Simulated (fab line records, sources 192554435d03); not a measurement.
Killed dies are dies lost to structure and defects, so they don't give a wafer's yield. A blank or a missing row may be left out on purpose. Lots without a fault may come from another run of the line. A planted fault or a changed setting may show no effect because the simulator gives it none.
Chamber matching | flow n5_finfet | N5_BEOL_M6_STRIP_36 on rie_diel-02: 4 sister chambers
The step strips in N2/H2. 4 wafers are shown with their chamber, then 11 later ones without.

WAFERS WITH THEIR CHAMBER
wafer  | chamber | showerhead_plenum_p_Torr (Torr)
L087.5 | 1       | 2.61
L090.2 | 2       | 2.65
L089.1 | 3       | 2.43
L091.3 | 0       | 2.70

WAFERS WITHOUT THEIR CHAMBER
wafer  | showerhead_plenum_p_Torr (Torr)
L091.4 | 2.42
L091.6 | 2.64
L093.1 | 2.64
L093.4 | 2.69
L093.6 | 2.61
L094.1 | 2.61
L094.2 | 2.42
L094.3 | 2.69
L096.1 | 2.69
L096.3 | 2.64
L096.4 | 2.61

WHICH CHAMBER EACH WENT THROUGH
wafer  | from the rows above | in truth
L091.4 | 3                   | 3
L091.6 | 2                   | 2
L093.1 | 2                   | 2
L093.4 | 0                   | 0
L093.6 | 1                   | 1
L094.1 | 1                   | 1
L094.2 | 3                   | 3
L094.3 | 0                   | 0
L096.1 | 0                   | 0
L096.3 | 2                   | 2
L096.4 | 1                   | 1
Placed correctly: 11 of 11. Can't be placed from these rows: 0. Placed wrongly: 0.
How it was worked out, from the rows above alone: a wafer's distance from a chamber is the root of the sum, over the readings, of the square of ((its reading less the chamber's mean) divided by the reading's scatter). The wafer belongs to the nearest chamber; if the next one is less than 2 further off, it can't be placed. A chamber's mean is the mean of its shown wafers. The scatter: with one shown wafer a chamber, the root of the mean of the squares of how far each hidden wafer lies from its nearest shown one.
